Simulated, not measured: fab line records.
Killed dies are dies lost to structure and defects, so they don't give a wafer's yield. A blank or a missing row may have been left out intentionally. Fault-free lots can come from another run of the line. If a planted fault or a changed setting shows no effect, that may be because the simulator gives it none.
fab line records -- flow n5-finfet
record lots=7, wafers=21
route steps=1938 shown BEOL_M8@1359 BEOL_M9@1419 BEOL_M10@1477 BEOL_M11@1565 BEOL_M12@1653 BEOL_M13@1713 BEOL_M14@1722 BEOL_M15@1801
start-h: hours from the record's opening day to when the first of the lot's shown wafers began -- wait-h: time in hours since the lot's previous step -- " as in the row above -- L1.1+2: a single row standing in for several wafers -- - value missing, or start not given -- * or withheld: withheld -- < > ~ a bound
route shown NAME@n: NAME is a module with steps in the file, n the number in the route of the first one -- usual: the fault-free wafers' mean and standard deviation -- same: alike in all rows -- chamber/n: place in a boat -- sites: the reading at each site -- _std_site: standard deviation of those values -- _edge_site: outer sites' mean less inner sites' -- radius-mm: for every site, how far away it sits from the centre of the wafer -- mask NAME#n: copy n -- behind: tool/chamber where the wafer was last shaped -- hold: the reason the lot was held/the length of the hold in hours/how it ended -- device: the n, p or np transistor that did not switch -- end of line: at the end of the route, the tests of the same wafers -- a step without rows: its recipe alone -- killed: the dies lost at the first sort to structure and to defects; this is not the yield of the wafer -- map: a wafer's dies, marking killed ones x, the rest . and places with no die _
set.NAME: the setting as run; set.NAME@STEP: as run at that earlier step -- model.NAME: the simulator's own value behind a step, which no gauge read
lots where settings were altered on purpose, with a table for each step and a row for each wafer
## steps
# step N5_BEOL_M8_COAT_22
# recipe resist=CAR-EUV, spin-rpm=1500, resist-thk-nm=30
lot.wafer,tool,chamber,start-h,wait-h,set.spin-rpm,model.CAR-EUV_of_BEOL_M8_COAT_22.thk-nm
L080.1,litho-track-04,0,-,-,1362,31.6
L080.4+5,litho-track-04,0,-,-,1500,30
L083.2+3+4,litho-track-03,0,-,-,1500,30
L084.3,litho-track-02,0,-,-,1500,30
L084.4+6,litho-track-02,0,-,-,1500,29.8
L085.3,litho-track-04,0,-,-,1549,29.4
L085.4,litho-track-04,0,-,-,1500,30
L085.6,litho-track-04,0,-,-,1549,29.6
L076.1,litho-track-03,0,-,-,1500,30.2
L076.2+3,litho-track-03,0,-,-,1500,30
L090.1,litho-track-03,0,-,-,1500,30
L090.3+4,litho-track-03,0,-,-,1500,30.2
L093.1+5,litho-track-02,0,-,-,1500,30
L093.3,litho-track-02,0,-,-,1556,29.4
# step N5_BEOL_M8_EBR_24
# recipe solvent=PGMEA, ebr-width-mm=1.5
# step N5_BEOL_M8_SOFTBAKE_23
# recipe temp-c=110, time-s=60, resist=CAR-EUV
# step N5_BEOL_M8_EXPOSE_25
# recipe mask-id=V7, na=0.33, source-shape=annular, sigma-inner=0.4, sigma-outer=0.8, polarization=unpolarized, target-cd-nm=40, dose-mj=42.5
# step N5_BEOL_M8_PEB_26
# recipe peb-temp-c=100, peb-time-s=60, resist=CAR-EUV
# step N5_BEOL_M8_DEVELOP_27
# recipe develop-time-s=30, developer=TMAH, resist=CAR-EUV, rinse-liquid=surfactant-rinse, dry=air-spin, dev-temp-c=23
lot.wafer,tool,chamber,start-h,wait-h,set.spin-rpm@BEOL_M8_COAT_22,model.CAR-EUV_of_BEOL_M8_COAT_22.thk-nm
L080.1,litho-track-02,0,-,-,1362,31
L080.4,litho-track-02,0,-,-,1500,29.6
L080.5,litho-track-02,0,-,-,1500,29.4
L083.2+3,litho-track-03,0,-,-,1500,29.4
L083.4,litho-track-03,0,-,-,1500,29.6
L084.3,litho-track-02,0,-,-,1500,29.6
L084.4+6,litho-track-02,0,-,-,1500,29.4
L085.3,litho-track-03,0,-,-,1549,29
L085.4,litho-track-03,0,-,-,1500,29.6
L085.6,litho-track-03,0,-,-,1549,29.2
L076.1+2+3,litho-track-04,0,-,-,1500,29.6
L090.1+3+4,litho-track-02,0,-,-,1500,29.6
L093.1+5,litho-track-02,0,-,-,1500,29.4
L093.3,litho-track-02,0,-,-,1556,28.8
# step N5_BEOL_M8_ETCH_72
# recipe chemistry=N2/H2, target=underlayer, target-depth-a=65, mask-material=CAR-EUV, time-s=5.2, ion-energy-ev=200, pressure-mtorr=30, source-w=840, bias-w=150, n2-flow-sccm=200, h2-flow-sccm=200, ends=cleared
lot.wafer,tool,chamber,start-h,wait-h,set.h2-flow-sccm,set.spin-rpm@BEOL_M8_COAT_22,model.CAR-EUV_of_BEOL_M8_COAT_22.thk-nm
L080.1,rie-diel-01,3,298.81,0.0,193.2,1362,21.8
L080.4,rie-diel-01,0,298.81,0.0,193.2,1500,20.2
L080.5,rie-diel-01,1,298.81,0.0,200,1500,20.2
L083.2,rie-diel-01,0,321.76,0.0,200,1500,20.2
L083.3+4,rie-diel-01,"2,3",321.76,0.0,200,1500,20.4
L084.3+4,rie-diel-05,"2,3",333.09,0.0,214.7,1500,20.4
L084.6,rie-diel-05,3,333.09,0.0,200,1500,20.2
L085.3,rie-diel-01,3,333.21,0.0,200,1549,19.8
L085.4,rie-diel-01,0,333.21,0.0,200,1500,20.4
L085.6,rie-diel-01,1,333.21,0.0,209.1,1549,19.8
L076.1+2,rie-diel-05,"3,1",346.17,0.0,200,1500,20.4
L076.3,rie-diel-05,2,346.17,0.0,188.5,1500,20.2
L090.1+3+4,rie-diel-05,"0,3,2",355.85,0.0,200,1500,20.4
L093.1,rie-diel-05,1,378.44,0.0,211,1500,20.4
L093.3,rie-diel-05,3,378.44,0.0,200,1556,19.6
L093.5,rie-diel-05,3,378.44,0.0,200,1500,20.2
# step N5_BEOL_M9_ETCH_62
# recipe chemistry=N2/H2, target=SOC, target-depth-a=1100, overetch-a=220, mask-material=SiARC, temp-c=40, time-s=165, ion-energy-ev=200, pressure-mtorr=30, source-w=840, bias-w=150, n2-flow-sccm=200, h2-flow-sccm=200
# usual rf-vpp-V=522.7/2.7
lot.wafer,tool,chamber,start-h,wait-h,set.source-w,rf-vpp-V
L080.1,rie-diel-04,2,303.63,0.0,787,536.9
L080.4,rie-diel-04,0,303.63,0.0,840,521.4
L080.5,rie-diel-04,1,303.63,0.0,840,529.2
L083.2,rie-diel-06,0,330.12,0.0,840,522.0
L083.3,rie-diel-06,1,330.12,0.0,840,521.1
L083.4,rie-diel-06,1,330.12,0.0,840,519.0
L084.3,rie-diel-06,3,340.92,0.0,840,519.8
L084.4,rie-diel-06,0,340.92,0.0,840,521.8
L084.6,rie-diel-06,1,340.92,0.0,840,520.0
L085.3,rie-diel-06,3,341.37,0.0,840,520.4
L085.4,rie-diel-06,1,341.37,0.0,938.8,500.0
L085.6,rie-diel-06,3,341.37,0.0,938.8,500.3
L076.1,rie-diel-04,2,354.37,0.0,840,526.3
L076.2,rie-diel-04,3,354.37,0.0,840,522.7
L076.3,rie-diel-04,0,354.37,0.0,840,521.3
L090.1,rie-diel-02,2,361.66,0.0,840,522.1
L090.3,rie-diel-02,1,361.66,0.0,942.3,500.0
L090.4,rie-diel-02,3,361.66,0.0,840,522.8
L093.1,rie-diel-04,1,384.84,0.0,840,528.3
L093.3,rie-diel-04,0,384.84,0.0,840,520.6
L093.5,rie-diel-04,1,384.84,0.0,788.8,539.9
# step N5_BEOL_M10_COAT_05
# recipe resist=CAR-ArF, spin-rpm=1500, resist-thk-nm=90
lot.wafer,tool,chamber,start-h,wait-h,set.spin-rpm,model.CAR-ArF_of_BEOL_M10_COAT_05.thk-nm
L080.1,litho-track-01,0,-,-,1500,90.6
L080.4,litho-track-01,0,-,-,1500,91
L080.5,litho-track-01,0,-,-,1500,90.4
L083.2,litho-track-03,0,-,-,1500,90
L083.3,litho-track-03,0,-,-,1500,89.8
L083.4,litho-track-03,0,-,-,1500,89.4
L085.3,litho-track-01,0,-,-,1500,90.2
L085.4,litho-track-01,0,-,-,1500,90.4
L085.6,litho-track-01,0,-,-,1500,89.8
L084.3,litho-track-01,0,-,-,1500,90.4
L084.4+6,litho-track-01,0,-,-,1665,85.6
L076.1,litho-track-02,0,-,-,1500,90
L076.2,litho-track-02,0,-,-,1500,90.4
L076.3,litho-track-02,0,-,-,1500,89.8
L090.1+3+4,litho-track-02,0,-,-,1500,90.2
L093.1,litho-track-01,0,-,-,1345,95.4
L093.3,litho-track-01,0,-,-,1500,90.4
L093.5,litho-track-01,0,-,-,1500,90.2
# step N5_BEOL_M11_EXPOSE_25
# recipe mask-id=V10, na=1.35, source-shape=annular, sigma-inner=0.5, sigma-outer=0.8, polarization=unpolarized, dose-mj=85.5
lot.wafer,tool,chamber,start-h,wait-h,mask,set.dose-mj
L080.1+4,arfi-scanner-02,0,324.91,-,V10#0,83.13
L080.5,arfi-scanner-02,0,324.91,-,V10#0,85.5
L083.2+3+4,arfi-scanner-02,0,352.94,-,V10#0,85.5
L085.3+6,arfi-scanner-01,0,361.07,-,V10#0,82.17
L085.4,arfi-scanner-01,0,361.07,-,V10#0,85.5
L084.3+4,arfi-scanner-03,0,364.30,-,V10#0,83.82
L084.6,arfi-scanner-03,0,364.30,-,V10#0,85.5
L076.1+3,arfi-scanner-01,0,373.88,-,V10#0,85.5
L076.2,arfi-scanner-01,0,373.88,-,V10#0,87.58
L090.1+3,arfi-scanner-02,0,383.39,-,V10#0,85.5
L090.4,arfi-scanner-02,0,383.39,-,V10#0,82.49
L093.1+5,arfi-scanner-03,0,410.02,-,V10#0,82.32
L093.3,arfi-scanner-03,0,410.02,-,V10#0,85.5
# step N5_BEOL_M11_PEB_26
# recipe peb-temp-c=withheld, peb-time-s=60, resist=CAR-ArF
# step N5_BEOL_M11_DEVELOP_27
# recipe develop-time-s=30, developer=TMAH, resist=CAR-ArF, rinse-liquid=diw, dry=air-spin, dev-temp-c=23
# step N5_BEOL_M11_CD_MEAS_28
# recipe target-cd-nm=70, landing-energy-ev=500, detector=se-inlens, polarity=opening
# usual cd-nm=70.2/0.95
lot.wafer,tool,chamber,start-h,wait-h,set.dose-mj@BEOL_M11_EXPOSE_25,cd-nm
L080.1,cd-sem-02,0,325.04,-,83.13,67.8
L080.4,cd-sem-02,0,325.04,-,83.13,67.9
L080.5,cd-sem-02,0,325.04,-,85.5,69.4
L083.2,cd-sem-01,0,353.06,-,85.5,70.9
L083.3,cd-sem-01,0,353.06,-,85.5,69.3
L083.4,cd-sem-01,0,353.06,-,85.5,70.2
L085.3,cd-sem-02,0,361.19,-,82.17,67.3
L085.4,cd-sem-02,0,361.19,-,85.5,71.6
L085.6,cd-sem-02,0,361.19,-,82.17,67.7
L084.3,cd-sem-03,0,364.42,-,83.82,69.9
L084.4,cd-sem-03,0,364.42,-,83.82,67.4
L084.6,cd-sem-03,0,364.42,-,85.5,70.0
L076.1,cd-sem-02,0,374.01,-,85.5,69.8
L076.2,cd-sem-02,0,374.01,-,87.58,72.5
L076.3,cd-sem-02,0,374.01,-,85.5,70.0
L090.1,cd-sem-03,0,383.52,-,85.5,70.9
L090.3,cd-sem-03,0,383.52,-,85.5,69.7
L090.4,cd-sem-03,0,383.52,-,82.49,68.1
L093.1,cd-sem-02,0,410.15,-,82.32,66.7
L093.3,cd-sem-02,0,410.15,-,85.5,70.7
L093.5,cd-sem-02,0,410.15,-,82.32,67.8
# step N5_BEOL_M12_CMP_49
# recipe stop-on=SiOC, t-overpolish-s=20.6, down-force-psi=1, platen-rpm=50, clearing-platen-down-force-psi=1.5, clearing-platen-rpm=50, post-cmp-clean=cu-alkaline, target-thk-nm=320, clearing-platen-pad-velocity-m-s=0.99484, pad-velocity-m-s=0.99484
# usual barrier-field-endpoint-s=30.2/0.69
lot.wafer,tool,chamber,start-h,wait-h,set.down-force-psi,barrier-field-endpoint-s
L080.4,cmp-02,2,334.06,0.1,1.118,28.9
L080.1,cmp-02,3,334.06,0.1,1.118,27.2
L080.5,cmp-02,3,334.06,0.1,1,31.1
L083.4,cmp-01,1,362.85,0.1,1,30.3
L083.2,cmp-01,3,362.85,0.1,1,30.7
L083.3,cmp-01,0,362.85,0.1,1,31.2
L085.4,cmp-01,2,370.62,0.2,1.21,23.9
L085.3,cmp-01,0,370.62,0.2,1,29.4
L085.6,cmp-01,2,370.62,0.2,1.21,24.9
L084.4,cmp-03,1,376.07,0.2,1.062,28.6
L084.3,cmp-03,2,376.07,0.2,1,30.5
L084.6,cmp-03,3,376.07,0.2,1,29.8
L076.2,cmp-02,3,382.87,0.3,1,29.8
L076.3,cmp-02,0,382.87,0.3,1,29.7
L076.1,cmp-02,1,382.87,0.3,1,29.0
L090.1,cmp-01,2,390.54,0.3,1,30.2
L090.3,cmp-01,3,390.54,0.3,1.175,25.8
L090.4,cmp-01,0,390.54,0.3,1,30.9
L093.1,cmp-03,3,419.55,0.3,0.7931,38.5
L093.3,cmp-03,1,419.55,0.3,0.7931,37.6
L093.5,cmp-03,3,419.55,0.3,1,30.4
# step N5_BEOL_M13_DEP_53
# recipe material=SiCN, target-thk-a=500, temp-c=withheld, precursor=3MS/NH3, pressure-torr=3, rf-w=675, time-s=17.8
lot.wafer,tool,chamber,start-h,wait-h,set.time-s,model.SiCN_of_BEOL_M13_DEP_53.thk-nm
L080.1,pecvd-03,1,344.61,0.0,20.4,55.8
L080.4,pecvd-03,2,344.61,0.0,17.8,49.6
L080.5,pecvd-03,0,344.61,0.0,20.4,58.6
L083.2+3,pecvd-01,"1,2",368.70,0.0,17.8,50.2
L083.4,pecvd-01,2,368.70,0.0,17.8,51.2
L085.3+4,pecvd-04,"1,2",377.70,0.0,17.8,50.2
L085.6,pecvd-04,0,377.70,0.0,18.64,53.2
L084.3,pecvd-03,2,380.37,0.0,20.39,56
L084.4,pecvd-03,0,380.37,0.0,20.39,57.4
L084.6,pecvd-03,2,380.37,0.0,17.8,49.8
L076.1,pecvd-03,0,387.69,0.0,17.8,49.6
L076.2,pecvd-03,2,387.69,0.0,17.8,49.2
L076.3,pecvd-03,1,387.69,0.0,15.65,43.4
L090.1,pecvd-04,2,395.64,0.0,17.8,49.8
L090.3,pecvd-04,0,395.64,0.0,17.8,51.4
L090.4,pecvd-04,2,395.64,0.0,17.8,50.8
L093.1,pecvd-03,2,426.88,0.0,17.8,49.2
L093.3,pecvd-03,1,426.88,0.0,17.8,49
L093.5,pecvd-03,0,426.88,0.0,17.8,50
# step N5_BEOL_M14_EXPOSE_07
# recipe mask-id=V13, na=0.8, source-shape=annular, sigma-inner=0.5, sigma-outer=0.8, polarization=unpolarized, attpsm-phase-deg=180, dose-mj=57
lot.wafer,tool,chamber,start-h,wait-h,mask,set.dose-mj
L080.1,krf-scanner-01,0,345.18,-,V13#0,58.92
L080.4+5,krf-scanner-01,0,345.18,-,V13#0,57
L083.2+3+4,krf-scanner-02,0,369.15,-,V13#0,57
L085.3+4,krf-scanner-01,0,378.40,-,V13#0,60.95
L085.6,krf-scanner-01,0,378.40,-,V13#0,57
L084.3,krf-scanner-01,0,380.83,-,V13#0,52.83
L084.4+6,krf-scanner-01,0,380.83,-,V13#0,57
L076.1+3,krf-scanner-02,0,388.22,-,V13#0,57
L076.2,krf-scanner-02,0,388.22,-,V13#0,61.23
L090.1+3+4,krf-scanner-02,0,396.11,-,V13#0,59.63
L093.1+3+5,krf-scanner-02,0,427.33,-,V13#0,54.71
# step N5_BEOL_M14_PEB_08
# recipe peb-temp-c=130, peb-time-s=90
# step N5_BEOL_M14_DEVELOP_09
# recipe develop-time-s=45, rinse-liquid=diw, dry=air-spin, dev-temp-c=21
# step N5_BEOL_M14_HARDBAKE_14
# recipe temp-c=130, time-s=120
# step N5_BEOL_M14_CD_MEAS_10
# recipe target-cd-nm=250, landing-energy-ev=500, detector=se-inlens, polarity=opening
# usual cd-nm=249.7/1.8
lot.wafer,tool,chamber,start-h,wait-h,set.dose-mj@BEOL_M14_EXPOSE_07,cd-nm
L080.1,cd-sem-02,0,345.36,-,58.92,254.0
L080.4,cd-sem-02,0,345.36,-,57,248.5
L080.5,cd-sem-02,0,345.36,-,57,251.7
L083.2,cd-sem-02,0,369.33,-,57,250.1
L083.3,cd-sem-02,0,369.33,-,57,252.5
L083.4,cd-sem-02,0,369.33,-,57,248.0
L085.3,cd-sem-02,0,378.56,-,60.95,258.9
L085.4,cd-sem-02,0,378.56,-,60.95,258.9
L085.6,cd-sem-02,0,378.56,-,57,247.5
L084.3,cd-sem-01,0,381.00,-,52.83,237.6
L084.4,cd-sem-01,0,381.00,-,57,254.8
L084.6,cd-sem-01,0,381.00,-,57,253.2
L076.1,cd-sem-01,0,388.39,-,57,249.8
L076.2,cd-sem-01,0,388.39,-,61.23,259.6
L076.3,cd-sem-01,0,388.39,-,57,249.5
L090.1,cd-sem-03,0,396.28,-,59.63,259.5
L090.3,cd-sem-03,0,396.28,-,59.63,258.3
L090.4,cd-sem-03,0,396.28,-,59.63,257.2
L093.1,cd-sem-01,0,427.50,-,54.71,238.7
L093.3,cd-sem-01,0,427.50,-,54.71,241.7
L093.5,cd-sem-01,0,427.50,-,54.71,240.4
# step N5_BEOL_M14_STRIP_71
# recipe chemistry=post-etch-residue-remover, time-s=60, temp-c=25, remover-ph=withheld, remover-water-wt-pct=withheld, remover-fluoride-wt-pct=withheld
# step N5_BEOL_M14_SRD_72
# recipe time-s=30, temp-c=23, rinse-liquid=diw, dry=n2-spin, spin-rpm=1500, dry-time-s=30
# step N5_BEOL_M14_CD_MEAS_17
# recipe target-cd-nm=250, polarity=opening
# usual cd-nm=250.9/2.2
lot.wafer,tool,chamber,start-h,wait-h,set.dose-mj@BEOL_M14_EXPOSE_07,cd-nm
L080.1,cd-sem-03,-,345.88,0.0,58.92,255.5
L080.4,cd-sem-03,-,345.88,0.0,57,249.0
L080.5,cd-sem-03,-,345.88,0.0,57,252.3
L083.2,cd-sem-03,-,369.95,0.0,57,250.9
L083.3,cd-sem-03,-,369.95,0.0,57,255.4
L083.4,cd-sem-03,-,369.95,0.0,57,248.8
L085.3,cd-sem-03,-,379.24,0.0,60.95,259.5
L085.4,cd-sem-03,-,379.24,0.0,60.95,259.6
L085.6,cd-sem-03,-,379.24,0.0,57,247.4
L084.3,cd-sem-03,-,381.75,0.0,52.83,238.3
L084.4,cd-sem-03,-,381.75,0.0,57,256.4
L084.6,cd-sem-03,-,381.75,0.0,57,254.0
L076.1,cd-sem-01,-,389.26,0.0,57,248.3
L076.2,cd-sem-01,-,389.26,0.0,61.23,260.0
L076.3,cd-sem-01,-,389.26,0.0,57,250.5
L090.1,cd-sem-01,-,396.81,0.0,59.63,261.2
L090.3,cd-sem-01,-,396.81,0.0,59.63,259.2
L090.4,cd-sem-01,-,396.81,0.0,59.63,259.6
L093.1,cd-sem-01,-,428.25,0.0,54.71,240.5
L093.3,cd-sem-01,-,428.25,0.0,54.71,242.2
L093.5,cd-sem-01,-,428.25,0.0,54.71,240.2
# step N5_BEOL_M15_PEB_26
# recipe peb-temp-c=130, peb-time-s=90
lot.wafer,tool,chamber,start-h,wait-h,set.peb-temp-c
L080.1+5,litho-track-01,0,351.60,0.1,131.9
L080.4,litho-track-01,0,351.60,0.1,130
L083.2+3+4,litho-track-02,0,378.41,0.0,130
L085.3,litho-track-01,0,385.41,0.0,127.8
L085.4+6,litho-track-01,0,385.41,0.0,130
L084.3,litho-track-03,0,388.06,0.0,133.1
L084.4+6,litho-track-03,0,388.06,0.0,130
L076.1+2+3,litho-track-01,0,398.06,0.1,130
L090.1+3+4,litho-track-01,0,405.16,0.1,130
L093.1+5,litho-track-02,0,436.09,0.1,130
L093.3,litho-track-02,0,436.09,0.1,129
# step N5_BEOL_M15_DEVELOP_27
# recipe develop-time-s=45, rinse-liquid=diw, dry=air-spin, dev-temp-c=21
# step N5_BEOL_M15_HARDBAKE_32
# recipe temp-c=130, time-s=120
# step N5_BEOL_M15_CD_MEAS_28
# recipe target-cd-nm=407.6, landing-energy-ev=500, detector=se-inlens
# usual cd-nm=407.0/1.6
lot.wafer,tool,chamber,start-h,wait-h,set.peb-temp-c@BEOL_M15_PEB_26,cd-nm
L080.1,cd-sem-03,0,351.71,-,131.9,416.2
L080.4,cd-sem-03,0,351.71,-,130,409.0
L080.5,cd-sem-03,0,351.71,-,131.9,415.7
L083.2,cd-sem-03,0,378.52,-,130,406.6
L083.3,cd-sem-03,0,378.52,-,130,406.1
L083.4,cd-sem-03,0,378.52,-,130,406.8
L085.3,cd-sem-02,0,385.52,-,127.8,396.5
L085.4,cd-sem-02,0,385.52,-,130,408.3
L085.6,cd-sem-02,0,385.52,-,130,408.8
L084.3,cd-sem-01,0,388.18,-,133.1,418.1
L084.4,cd-sem-01,0,388.18,-,130,410.3
L084.6,cd-sem-01,0,388.18,-,130,408.2
L076.1,cd-sem-02,0,398.17,-,130,408.9
L076.2,cd-sem-02,0,398.17,-,130,406.7
L076.3,cd-sem-02,0,398.17,-,130,408.3
L090.1,cd-sem-02,0,405.28,-,130,406.9
L090.3,cd-sem-02,0,405.28,-,130,406.0
L090.4,cd-sem-02,0,405.28,-,130,408.1
L093.1,cd-sem-01,0,436.21,-,130,404.2
L093.3,cd-sem-01,0,436.21,-,129,400.1
L093.5,cd-sem-01,0,436.21,-,130,405.2
# step N5_BEOL_M15_DESCUM_33
# recipe chemistry=O2, time-s=7.9, source-power-w=50, bias-power-w=20, pressure-mtorr=20, rf-frequency-hz=2.712e+07, temp-c=40, o2-flow-sccm=225
lot.wafer,tool,chamber,start-h,wait-h,set.peb-temp-c@BEOL_M15_PEB_26,model.BEOL_M15.cd-nm
L080.1,rie-diel-04,0,351.80,0.0,131.9,416.6
L080.4,rie-diel-04,3,351.80,0.0,130,408.8
L080.5,rie-diel-04,0,351.80,0.0,131.9,415.8
L083.2+3,rie-diel-02,"1,0",379.43,0.9,130,406.4
L083.4,rie-diel-02,2,379.43,0.9,130,406.8
L085.3,rie-diel-06,3,385.72,0.0,127.8,396.8
L085.4,rie-diel-06,0,385.72,0.0,130,408.2
L085.6,rie-diel-06,1,385.72,0.0,130,408.4
L084.3,rie-diel-04,0,388.31,0.1,133.1,418
L084.4,rie-diel-04,3,388.31,0.1,130,410.2
L084.6,rie-diel-04,0,388.31,0.1,130,408.2
L076.1,rie-diel-02,3,398.26,0.0,130,408.8
L076.2,rie-diel-02,0,398.26,0.0,130,406.8
L076.3,rie-diel-02,1,398.26,0.0,130,408.2
L090.1,rie-diel-04,0,405.37,0.0,130,407.4
L090.3,rie-diel-04,1,405.37,0.0,130,406.2
L090.4,rie-diel-04,2,405.37,0.0,130,407.8
L093.1,rie-diel-02,3,436.44,0.2,130,404
L093.3,rie-diel-02,0,436.44,0.2,129,400.6
L093.5,rie-diel-02,1,436.44,0.2,130,405.4
# step N5_BEOL_M15_ETCH_61
# recipe chemistry=N2/H2, target=BARC, target-depth-a=890, overetch-a=267, time-s=67.9, ion-energy-ev=200, pressure-mtorr=30, source-w=840, bias-w=150, n2-flow-sccm=200, h2-flow-sccm=200
# step N5_BEOL_M15_TRENCH_ETCH_34
# recipe chemistry=C4F8/O2/Ar, target=SiO2, target-depth-a=8729.3, he-inner-torr=15, he-outer-torr=30, time-s=199, ion-energy-ev=800, pressure-mtorr=20, source-w=1905, bias-w=2040, Ar_flow_sccm=400, C4F8_flow_sccm=16, O2_flow_sccm=12
lot.wafer,tool,chamber,start-h,wait-h,set.peb-temp-c@BEOL_M15_PEB_26,model.BEOL_M15.cd-nm
L080.1+5,rie-diel-04,0,351.89,0.0,131.9,408.8
L080.4,rie-diel-04,3,351.89,0.0,130,402.4
L083.2,rie-diel-02,1,379.51,0.0,130,397.6
L083.3,rie-diel-02,0,379.51,0.0,130,398.2
L083.4,rie-diel-02,2,379.51,0.0,130,397.8
L085.3,rie-diel-06,3,385.81,0.0,127.8,388.8
L085.4,rie-diel-06,0,385.81,0.0,130,399
L085.6,rie-diel-06,1,385.81,0.0,130,401.8
L084.3,rie-diel-04,0,388.40,0.0,133.1,412
L084.4,rie-diel-04,3,388.40,0.0,130,404.8
L084.6,rie-diel-04,0,388.40,0.0,130,402.2
L076.1,rie-diel-02,3,398.35,0.0,130,402.2
L076.2,rie-diel-02,0,398.35,0.0,130,398.2
L076.3,rie-diel-02,1,398.35,0.0,130,399.8
L090.1,rie-diel-04,0,405.45,0.0,130,400.8
L090.3,rie-diel-04,1,405.45,0.0,130,400.2
L090.4,rie-diel-04,2,405.45,0.0,130,399.8
L093.1,rie-diel-02,3,436.52,0.0,130,396.8
L093.3,rie-diel-02,0,436.52,0.0,129,393.4
L093.5,rie-diel-02,1,436.52,0.0,130,397.2
# step N5_BEOL_M15_STRIP_36
# recipe chemistry=O2, power-w=600, temp-c=60, pressure-mtorr=30, rf-frequency-hz=6e+07, bias-power-w=0, overash-fraction=0.3, o2-flow-sccm=225
# step N5_BEOL_M15_STRIP_62
# recipe chemistry=O2, power-w=600, temp-c=60, pressure-mtorr=30, rf-frequency-hz=6e+07, bias-power-w=0, overash-fraction=0.3, o2-flow-sccm=225
# step N5_BEOL_M15_STRIP_37
# recipe chemistry=O2, power-w=600, temp-c=60, pressure-mtorr=30, rf-frequency-hz=6e+07, bias-power-w=0, overash-fraction=0.3, o2-flow-sccm=225
# step N5_BEOL_M15_ETCH_38
# recipe chemistry=CF4/N2, target=SiCN, target-depth-a=1064, taper-deg=2, time-s=120.5, ion-energy-ev=150, mask-material=SiO2, pressure-mtorr=40, source-w=430, bias-w=70, Ar_flow_sccm=100, cf4-flow-sccm=60, n2-flow-sccm=60
lot.wafer,tool,chamber,start-h,wait-h,set.peb-temp-c@BEOL_M15_PEB_26,model.BEOL_M15.cd-nm
L080.1+5,rie-diel-02,0,-,-,131.9,408.8
L080.4,rie-diel-02,2,-,-,130,402.4
L083.2,rie-diel-06,2,-,-,130,397.6
L083.3,rie-diel-06,1,-,-,130,398.2
L083.4,rie-diel-06,0,-,-,130,397.8
L085.3,rie-diel-02,1,-,-,127.8,388.8
L085.4,rie-diel-02,3,-,-,130,399.2
L085.6,rie-diel-02,0,-,-,130,401.8
L084.3,rie-diel-04,0,-,-,133.1,412.2
L084.4,rie-diel-04,2,-,-,130,404.8
L084.6,rie-diel-04,2,-,-,130,402.2
L076.1,rie-diel-04,2,-,-,130,402.2
L076.2,rie-diel-04,0,-,-,130,398.4
L076.3,rie-diel-04,3,-,-,130,400
L090.1,rie-diel-02,1,-,-,130,400.6
L090.3,rie-diel-02,0,-,-,130,400.4
L090.4,rie-diel-02,2,-,-,130,399.8
L093.1,rie-diel-02,0,-,-,130,396.8
L093.3,rie-diel-02,3,-,-,129,393.4
L093.5,rie-diel-02,0,-,-,130,397.2
## key
split step=N5_BEOL_M8_COAT_22, setting=spin-rpm, stated=1500, by=wafer
response step=N5_BEOL_M8_COAT_22, reading=model.CAR-EUV_of_BEOL_M8_COAT_22.thk-nm, change=-0.17, per=1%, r=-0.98
response step=N5_BEOL_M8_DEVELOP_27, reading=model.CAR-EUV_of_BEOL_M8_COAT_22.thk-nm, change=-0.162, per=1%, r=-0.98
response step=N5_BEOL_M8_ETCH_72, reading=model.CAR-EUV_of_BEOL_M8_COAT_22.thk-nm, change=-0.177, per=1%, r=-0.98
split step=N5_BEOL_M8_ETCH_72, setting=h2-flow-sccm, stated=200, by=wafer
response none clear
split step=N5_BEOL_M9_ETCH_62, setting=source-w, stated=840, by=wafer
response step=N5_BEOL_M9_ETCH_62, reading=rf-vpp-V, change=-1.87, per=1%, r=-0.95
split step=N5_BEOL_M10_COAT_05, setting=spin-rpm, stated=1500, by=wafer
response step=N5_BEOL_M10_COAT_05, reading=model.CAR-ArF_of_BEOL_M10_COAT_05.thk-nm, change=-0.463, per=1%, r=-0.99
split step=N5_BEOL_M11_EXPOSE_25, setting=dose-mj, stated=85.5, by=wafer
response step=N5_BEOL_M11_CD_MEAS_28, reading=cd-nm, change=+0.85, per=1%, r=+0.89
split step=N5_BEOL_M12_CMP_49, setting=down-force-psi, stated=1, by=wafer
response step=N5_BEOL_M12_CMP_49, reading=barrier-field-endpoint-s, change=-0.29, per=1%, r=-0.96
split step=N5_BEOL_M13_DEP_53, setting=time-s, stated=17.8, by=wafer
response step=N5_BEOL_M13_DEP_53, reading=model.SiCN_of_BEOL_M13_DEP_53.thk-nm, change=+0.502, per=1%, r=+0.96
split step=N5_BEOL_M14_EXPOSE_07, setting=dose-mj, stated=57, by=wafer
response step=N5_BEOL_M14_CD_MEAS_10, reading=cd-nm, change=+1.7, per=1%, r=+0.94
response step=N5_BEOL_M14_CD_MEAS_17, reading=cd-nm, change=+1.8, per=1%, r=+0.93
split step=N5_BEOL_M15_PEB_26, setting=peb-temp-c, stated=130, by=wafer
response step=N5_BEOL_M15_CD_MEAS_28, reading=cd-nm, change=+4.9, per=1%, r=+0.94
response step=N5_BEOL_M15_DESCUM_33, reading=model.BEOL_M15.cd-nm, change=+4.82, per=1%, r=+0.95
response step=N5_BEOL_M15_TRENCH_ETCH_34, reading=model.BEOL_M15.cd-nm, change=+4.61, per=1%, r=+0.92
response step=N5_BEOL_M15_ETCH_38, reading=model.BEOL_M15.cd-nm, change=+4.67, per=1%, r=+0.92
